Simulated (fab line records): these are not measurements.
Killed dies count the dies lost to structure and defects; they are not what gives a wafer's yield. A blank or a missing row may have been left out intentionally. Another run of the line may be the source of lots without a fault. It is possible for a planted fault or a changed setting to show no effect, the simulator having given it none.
Which tool did it? | flow nand-harc | 24 lots, 72 wafers sampled, at 6 steps of a route of 1159

## WHAT THE GAUGES READ, wafer by wafer
The record lacks any reading of a measuring or inspecting step that a usual standard deviation could be used to judge.

## EACH LOT AND THE TOOL THAT RAN IT (in order: tool; ch and the chambers of the sampled wafers; start)
lot  | NHARC_A_CONTACT_ETCH_51                       | NHARC_A_CONTACT_ETCH_113             | NHARC_A_CONTACT_ETCH_119             | NHARC_A_CONTACT_ETCH_121             | NHARC_A_CONTACT_ETCH_90            | NHARC_A_CONTACT_ETCH_78
L074 | rie-diel-08 ch 0,1,2, day 16 04:29 or earlier | har-cap-etch-02 ch 0,1, day 16 04:29 | har-cap-etch-02 ch 0,1, day 16 05:02 | har-cap-etch-02 ch 0,1, day 16 05:13 | rie-diel-05 ch 0,2,3, day 16 06:02 | rie-diel-05 ch 1,2,3, no start
L075 | rie-diel-08 ch 0,2, day 16 17:44 or earlier   | har-cap-etch-02 ch 0,1, day 16 17:44 | har-cap-etch-02 ch 0,1, day 16 18:16 | har-cap-etch-02 ch 0,1, day 16 18:28 | rie-diel-08 ch 1,2,3, day 16 19:14 | rie-diel-05 ch 1,2,3, no start
L077 | rie-diel-08 ch 1,3, day 16 21:31 or earlier   | har-cap-etch-01 ch 0,1, day 16 21:31 | har-cap-etch-01 ch 0,1, day 16 22:03 | har-cap-etch-01 ch 0,1, day 16 22:14 | rie-diel-05 ch 0,1,2, day 16 23:01 | rie-diel-08 ch 0,2,3, no start
L076 | rie-diel-07 ch 0,1, day 16 21:49 or earlier   | har-cap-etch-02 ch 0,1, day 16 21:49 | har-cap-etch-02 ch 0,1, day 16 22:22 | har-cap-etch-02 ch 0,1, day 16 22:33 | rie-diel-08 ch 0,3, day 16 23:17   | rie-diel-05 ch 2,3, no start
L078 | rie-diel-07 ch 1,2,3, day 17 07:48 or earlier | har-cap-etch-01 ch 0, day 17 07:48   | har-cap-etch-01 ch 0, day 17 08:21   | har-cap-etch-01 ch 0, day 17 08:32   | rie-diel-07 ch 1,2,3, day 17 09:19 | rie-diel-08 ch 2,3, no start
L079 | rie-diel-07 ch 1,2, day 17 13:58 or earlier   | har-cap-etch-01 ch 0,1, day 17 13:58 | har-cap-etch-01 ch 0,1, day 17 14:31 | har-cap-etch-01 ch 0,1, day 17 14:41 | rie-diel-08 ch 0,1,3, day 17 15:28 | rie-diel-08 ch 1,2,3, no start
L081 | rie-diel-08 ch 0,2, day 18 00:10 or earlier   | har-cap-etch-03 ch 0, day 18 00:10   | har-cap-etch-03 ch 0, day 18 00:43   | har-cap-etch-03 ch 0, day 18 00:54   | rie-diel-08 ch 0,3, day 18 01:43   | rie-diel-08 ch 0,2,3, no start
L082 | rie-diel-08 ch 0,2,3, day 18 02:52 or earlier | har-cap-etch-02 ch 0,1, day 18 02:52 | har-cap-etch-02 ch 0,1, day 18 03:25 | har-cap-etch-02 ch 0,1, day 18 03:35 | rie-diel-08 ch 1,2, day 18 04:22   | rie-diel-08 ch 0,2,3, no start
L085 | rie-diel-07 ch 0,1,2, day 18 14:29 or earlier | har-cap-etch-01 ch 0,1, day 18 14:29 | har-cap-etch-01 ch 0,1, day 18 15:02 | har-cap-etch-01 ch 0,1, day 18 15:13 | rie-diel-05 ch 0,1,2, day 18 15:59 | rie-diel-07 ch 0,1,3, no start
L083 | rie-diel-08 ch 0,1, day 18 14:31 or earlier   | har-cap-etch-03 ch 0,1, day 18 14:31 | har-cap-etch-03 ch 0,1, day 18 15:04 | har-cap-etch-03 ch 0,1, day 18 15:14 | rie-diel-08 ch 0,3, day 18 16:01   | rie-diel-08 ch 0,3, no start
L080 | rie-diel-05 ch 1,2,3, day 18 19:19 or earlier | har-cap-etch-03 ch 0,1, day 18 19:19 | har-cap-etch-03 ch 0,1, day 18 19:52 | har-cap-etch-03 ch 0,1, day 18 20:02 | rie-diel-05 ch 0,2,3, day 18 20:49 | rie-diel-05 ch 0,2,3, no start
L084 | rie-diel-08 ch 0,1,3, day 19 00:01 or earlier | har-cap-etch-03 ch 0,1, day 19 00:01 | har-cap-etch-03 ch 0,1, day 19 00:33 | har-cap-etch-03 ch 0,1, day 19 00:44 | rie-diel-05 ch 0,2,3, day 19 01:31 | rie-diel-08 ch 2,3, no start
L086 | rie-diel-05 ch 0,2,3, day 19 05:29 or earlier | har-cap-etch-01 ch 0,1, day 19 05:29 | har-cap-etch-01 ch 0,1, day 19 06:01 | har-cap-etch-01 ch 0,1, day 19 06:12 | rie-diel-08 ch 0,1,2, day 19 06:59 | rie-diel-08 ch 0,2,3, no start
L087 | rie-diel-07 ch 0,2, day 19 06:47 or earlier   | har-cap-etch-02 ch 0,1, day 19 06:47 | har-cap-etch-02 ch 0,1, day 19 07:20 | har-cap-etch-02 ch 0,1, day 19 07:31 | rie-diel-05 ch 0,1,3, day 19 08:18 | rie-diel-08 ch 0,1,3, no start
L088 | rie-diel-07 ch 0,2,3, day 19 18:08 or earlier | har-cap-etch-03 ch 0,1, day 19 18:08 | har-cap-etch-03 ch 0,1, day 19 18:41 | har-cap-etch-03 ch 0,1, day 19 18:52 | rie-diel-08 ch 1,2,3, day 19 19:40 | rie-diel-05 ch 1,2,3, no start
L089 | rie-diel-05 ch 0,3, day 19 18:37 or earlier   | har-cap-etch-02 ch 0,1, day 19 18:37 | har-cap-etch-02 ch 0,1, day 19 19:20 | har-cap-etch-02 ch 0,1, day 19 19:35 | rie-diel-07 ch 2,3, day 19 20:29   | rie-diel-08 ch 1,2,3, no start
L090 | rie-diel-05 ch 0,1,2, day 20 11:46 or earlier | har-cap-etch-01 ch 0,1, day 20 11:46 | har-cap-etch-01 ch 0,1, day 20 12:18 | har-cap-etch-01 ch 0,1, day 20 12:29 | rie-diel-08 ch 0,3, day 20 13:16   | rie-diel-08 ch 0,3, no start
L091 | rie-diel-05 ch 0,1,2, day 20 12:58 or earlier | har-cap-etch-03 ch 0,1, day 20 12:58 | har-cap-etch-03 ch 0,1, day 20 13:31 | har-cap-etch-03 ch 0,1, day 20 13:42 | rie-diel-07 ch 1,2,3, day 20 14:29 | rie-diel-08 ch 0,1,3, no start
L093 | rie-diel-08 ch 0,3, day 20 21:08 or earlier   | har-cap-etch-03 ch 0,1, day 20 21:08 | har-cap-etch-03 ch 0,1, day 20 21:40 | har-cap-etch-03 ch 0,1, day 20 21:51 | rie-diel-08 ch 0,1,3, day 20 22:39 | rie-diel-07 ch 0,2, no start
L092 | rie-diel-05 ch 0,2,3, day 20 21:32 or earlier | har-cap-etch-02 ch 0,1, day 20 21:32 | har-cap-etch-02 ch 0,1, day 20 22:05 | har-cap-etch-02 ch 0,1, day 20 22:16 | rie-diel-07 ch 1,2,3, day 20 23:10 | rie-diel-05 ch 0,1,3, no start
L094 | rie-diel-05 ch 0,1,3, day 21 04:55 or earlier | har-cap-etch-03 ch 0,1, day 21 04:55 | har-cap-etch-03 ch 0,1, day 21 05:27 | har-cap-etch-03 ch 0,1, day 21 05:38 | rie-diel-05 ch 0,1,2, day 21 06:27 | rie-diel-08 ch 0,1,2, no start
L095 | rie-diel-08 ch 0,1,2, day 21 10:09 or earlier | har-cap-etch-03 ch 0,1, day 21 10:09 | har-cap-etch-03 ch 0,1, day 21 10:42 | har-cap-etch-03 ch 0,1, day 21 10:53 | rie-diel-08 ch 0,1,2, day 21 11:40 | rie-diel-05 ch 1,2,3, no start
L097 | rie-diel-08 ch 0,3, day 22 00:41 or earlier   | har-cap-etch-03 ch 0,1, day 22 00:41 | har-cap-etch-03 ch 0,1, day 22 01:14 | har-cap-etch-03 ch 0,1, day 22 01:25 | rie-diel-08 ch 0,2,3, day 22 02:12 | rie-diel-07 ch 0,2,3, no start
L096 | rie-diel-08 ch 0,1,3, day 22 15:47 or earlier | har-cap-etch-03 ch 0,1, day 22 15:47 | har-cap-etch-03 ch 0,1, day 22 16:19 | har-cap-etch-03 ch 0,1, day 22 16:30 | rie-diel-08 ch 0,1,2, day 22 17:18 | rie-diel-08 ch 0,1,3, no start
- NHARC_A_CONTACT_ETCH_51: etches the open film in O2/COS, target depth 3600 nm, time 936 s.
- NHARC_A_CONTACT_ETCH_113: etches the open film in C4F8/O2/Ar, time 94 s, target depth 922 nm.
- NHARC_A_CONTACT_ETCH_119: etches the open film in C4F8/O2/Ar, time 94 s, target depth 922 nm.
- NHARC_A_CONTACT_ETCH_121: etches the open film in C4F8/O2/Ar, time 94 s, target depth 922 nm.
- NHARC_A_CONTACT_ETCH_90: etches the open film in CH3F/O2, target depth 40 nm, time 85.7 s.
- NHARC_A_CONTACT_ETCH_78: etches the open film in O2/COS, target depth 2800 nm, time 728 s.

## AS READ BY THE TOOLS THEMSELVES (means over the sampled wafers that have a number; for cases with no such wafer, the mark the record gives instead)
NHARC_A_CONTACT_ETCH_51. Usual: drypump-motor-current-A 5.7 A, standard deviation 0.52; oes-product-au 1.001 a.u., standard deviation 0.009; rf-vpp-V 314.0 V, standard deviation 2; showerhead-plenum-p-Torr 3.11 Torr, standard deviation 0.12; throttle-valve-pct 28.332 %, standard deviation 0.008.
lot  | tool        | drypump-motor-current-A (A) | oes-product-au (a.u.) | rf-vpp-V (V) | showerhead-plenum-p-Torr (Torr) | throttle-valve-pct (%) | flag
L074 | rie-diel-08 | 6.1                         | 1.006                 | 314.3        | 3.09                            | 28.331                 |
L075 | rie-diel-08 | 5.7                         | 1.007                 | 314.6        | 3.12                            | 28.332                 |
L077 | rie-diel-08 | 5.6                         | 1.002                 | 312.0        | 2.98                            | 28.330                 |
L076 | rie-diel-07 | 5.8                         | 1.001                 | 312.4        | 2.96                            | 28.333                 |
L078 | rie-diel-07 | 5.6                         | 1.008                 | 313.6        | 3.12                            | 28.334                 |
L079 | rie-diel-07 | 5.3                         | 0.996                 | 313.0        | 3.04                            | 28.334                 |
L081 | rie-diel-08 | 5.9                         | 1.005                 | 313.8        | 3.10                            | 28.331                 |
L082 | rie-diel-08 | 5.6                         | 1.004                 | 313.7        | 3.06                            | 28.328                 |
L085 | rie-diel-07 | 5.4                         | 1.002                 | 312.5        | 3.02                            | 28.333                 |
L083 | rie-diel-08 | 5.9                         | 1.012                 | 313.4        | 3.09                            | 28.320                 |
L080 | rie-diel-05 | 5.8                         | 1.001                 | 315.1        | 3.22                            | 28.330                 |
L084 | rie-diel-08 | 5.8                         | 1.005                 | 314.0        | 3.04                            | 28.337                 |
L086 | rie-diel-05 | 5.5                         | 0.997                 | 316.0        | 3.27                            | 28.329                 |
L087 | rie-diel-07 | 5.0                         | 0.993                 | 313.0        | 3.07                            | 28.332                 |
L088 | rie-diel-07 | 5.3                         | 0.992                 | 314.8        | 3.15                            | 28.334                 |
L089 | rie-diel-05 | 5.2                         | 1.001                 | 315.9        | 3.26                            | 28.335                 |
L090 | rie-diel-05 | 5.9                         | 1.001                 | 316.2        | 3.24                            | 28.334                 |
L091 | rie-diel-05 | 5.9                         | 1.006                 | 316.3        | 3.24                            | 28.329                 |
L093 | rie-diel-08 | 5.3                         | 1.011                 | 311.8        | 3.01                            | 28.329                 |
L092 | rie-diel-05 | 5.5                         | 1.004                 | 316.2        | 3.26                            | 28.332                 |
L094 | rie-diel-05 | 5.5                         | 1.003                 | 316.2        | 3.19                            | 28.343                 |
L095 | rie-diel-08 | 6.1                         | 0.990                 | 313.7        | 3.08                            | 28.337                 |
L097 | rie-diel-08 | 5.5                         | 1.000                 | 312.6        | 3.06                            | 28.335                 |
L096 | rie-diel-08 | 5.8                         | 0.997                 | 312.6        | 3.03                            | 28.331                 |

NHARC_A_CONTACT_ETCH_90. Usual: ch3f-flow-sccm 50.01 sccm, standard deviation 0.14; drypump-motor-current-A 5.7 A, standard deviation 0.5; oes-product-au 0.96 a.u., standard deviation 0.038; rf-vpp-V 244.1 V, standard deviation 1.6; showerhead-plenum-p-Torr 2.45 Torr, standard deviation 0.099; throttle-valve-pct 20.663 %, standard deviation 0.0099.
lot  | tool        | ch3f-flow-sccm (sccm) | drypump-motor-current-A (A) | oes-product-au (a.u.) | rf-vpp-V (V) | showerhead-plenum-p-Torr (Torr) | throttle-valve-pct (%) | flag
L074 | rie-diel-05 | 49.93                 | 5.5                         | 1.01                  | 246.0        | 2.59                            | 20.662                 |
L075 | rie-diel-08 | 49.94                 | 5.9                         | 0.95                  | 243.2        | 2.38                            | 20.663                 |
L077 | rie-diel-05 | 49.96                 | 5.9                         | 1.00                  | 245.4        | 2.56                            | 20.664                 |
L076 | rie-diel-08 | 50.03                 | 5.5                         | 1.01                  | 243.5        | 2.42                            | 20.658                 |
L078 | rie-diel-07 | 49.98                 | 5.5                         | 0.93                  | 244.0        | 2.46                            | 20.663                 |
L079 | rie-diel-08 | 50.05                 | 5.8                         | 1.00                  | 243.7        | 2.39                            | 20.668                 |
L081 | rie-diel-08 | 50.15                 | 5.3                         | 0.92                  | 243.6        | 2.38                            | 20.661                 |
L082 | rie-diel-08 | 50.01                 | 6.4                         | 0.93                  | 242.9        | 2.40                            | 20.661                 |
L085 | rie-diel-05 | 50.05                 | 5.9                         | 0.92                  | 245.6        | 2.56                            | 20.661                 |
L083 | rie-diel-08 | 49.98                 | 5.3                         | 0.92                  | 242.3        | 2.38                            | 20.662                 |
L080 | rie-diel-05 | 49.90                 | 5.5                         | 0.93                  | 245.6        | 2.58                            | 20.669                 |
L084 | rie-diel-05 | 50.13                 | 5.6                         | 0.92                  | 245.7        | 2.58                            | 20.673                 |
L086 | rie-diel-08 | 50.07                 | 6.1                         | 1.01                  | 243.9        | 2.42                            | 20.674                 |
L087 | rie-diel-05 | 49.87                 | 5.5                         | 1.00                  | 245.4        | 2.53                            | 20.670                 |
L088 | rie-diel-08 | 50.08                 | 6.0                         | 1.00                  | 243.8        | 2.37                            | 20.657                 |
L089 | rie-diel-07 | 49.99                 | 5.4                         | 0.98                  | 245.4        | 2.56                            | 20.660                 |
L090 | rie-diel-08 | 50.12                 | 5.3                         | 1.00                  | 243.7        | 2.37                            | 20.664                 |
L091 | rie-diel-07 | 49.93                 | 5.6                         | 0.99                  | 244.2        | 2.45                            | 20.660                 |
L093 | rie-diel-08 | 50.06                 | 5.8                         | 0.94                  | 243.5        | 2.38                            | 20.672                 |
L092 | rie-diel-07 | 49.91                 | 5.5                         | 0.92                  | 243.7        | 2.45                            | 20.664                 |
L094 | rie-diel-05 | 49.98                 | 5.9                         | 0.92                  | 245.5        | 2.55                            | 20.654                 |
L095 | rie-diel-08 | 49.89                 | 6.0                         | 0.92                  | 243.6        | 2.42                            | 20.648                 |
L097 | rie-diel-08 | 50.11                 | 5.6                         | 0.92                  | 243.9        | 2.40                            | 20.660                 |
L096 | rie-diel-08 | 49.96                 | 6.1                         | 0.92                  | 244.4        | 2.42                            | 20.667                 |

NHARC_A_CONTACT_ETCH_78. Usual: drypump-motor-current-A 5.7 A, standard deviation 0.51; oes-product-au 1.001 a.u., standard deviation 0.0098; rf-vpp-V 314.1 V, standard deviation 1.8; showerhead-plenum-p-Torr 3.11 Torr, standard deviation 0.12; throttle-valve-pct 28.330 %, standard deviation 0.0087.
lot  | tool        | drypump-motor-current-A (A) | oes-product-au (a.u.) | rf-vpp-V (V) | showerhead-plenum-p-Torr (Torr) | throttle-valve-pct (%) | flag
L074 | rie-diel-05 | 5.8                         | 1.000                 | 316.0        | 3.23                            | 28.329                 |
L075 | rie-diel-05 | 5.8                         | 0.999                 | 315.1        | 3.22                            | 28.320                 |
L077 | rie-diel-08 | 5.6                         | 1.011                 | 313.2        | 3.06                            | 28.338                 |
L076 | rie-diel-05 | 5.4                         | 1.008                 | 316.3        | 3.26                            | 28.324                 |
L078 | rie-diel-08 | 5.5                         | 1.000                 | 312.3        | 3.00                            | 28.336                 |
L079 | rie-diel-08 | 5.9                         | 1.004                 | 313.3        | 3.02                            | 28.324                 |
L081 | rie-diel-08 | 5.6                         | 0.999                 | 313.6        | 3.06                            | 28.333                 |
L082 | rie-diel-08 | 5.6                         | 1.002                 | 313.6        | 3.06                            | 28.331                 |
L085 | rie-diel-07 | 5.7                         | 0.988                 | 314.5        | 3.10                            | 28.337                 |
L083 | rie-diel-08 | 5.5                         | 1.011                 | 313.4        | 3.07                            | 28.339                 |
L080 | rie-diel-05 | 5.5                         | 1.000                 | 316.8        | 3.27                            | 28.332                 |
L084 | rie-diel-08 | 5.5                         | 1.000                 | 313.0        | 3.00                            | 28.325                 |
L086 | rie-diel-08 | 5.6                         | 1.004                 | 313.4        | 3.06                            | 28.332                 |
L087 | rie-diel-08 | 5.8                         | 1.002                 | 312.9        | 3.04                            | 28.331                 |
L088 | rie-diel-05 | 5.8                         | 0.993                 | 316.0        | 3.21                            | 28.324                 |
L089 | rie-diel-08 | 5.9                         | 0.993                 | 312.5        | 3.02                            | 28.330                 |
L090 | rie-diel-08 | 5.5                         | 1.000                 | 314.1        | 3.07                            | 28.331                 |
L091 | rie-diel-08 | 5.8                         | 1.007                 | 313.3        | 3.03                            | 28.328                 |
L093 | rie-diel-07 | 5.0                         | 0.995                 | 313.1        | 3.06                            | 28.329                 |
L092 | rie-diel-05 | 5.5                         | 1.009                 | 315.1        | 3.19                            | 28.337                 |
L094 | rie-diel-08 | 6.1                         | 1.000                 | 313.8        | 3.07                            | 28.331                 |
L095 | rie-diel-05 | 5.8                         | 0.999                 | 315.8        | 3.20                            | 28.327                 |
L097 | rie-diel-07 | 5.3                         | 0.990                 | 314.9        | 3.14                            | 28.328                 |
L096 | rie-diel-08 | 5.8                         | 1.009                 | 313.6        | 3.03                            | 28.332                 |

## THE ANSWER, worked out from the rows above alone
Rule: lot off if the mean of its wafers having a number is beyond 3 standard deviations from the usual mean. Also off: a lot with no number at a reading for which 4 or more lots have one. The other lots that the step has rows for count as sound. Order of review: gauges by route order, followed by the tools' own readings, for which a lot's mean as printed above is used. At the first step where some lot is off, the reading lying furthest off is the one used; lots without a number count as furthest.
No lot is off at any reading shown: from this, nothing can be told.

## WHAT WAS PUT IN BY THE SIMULATOR
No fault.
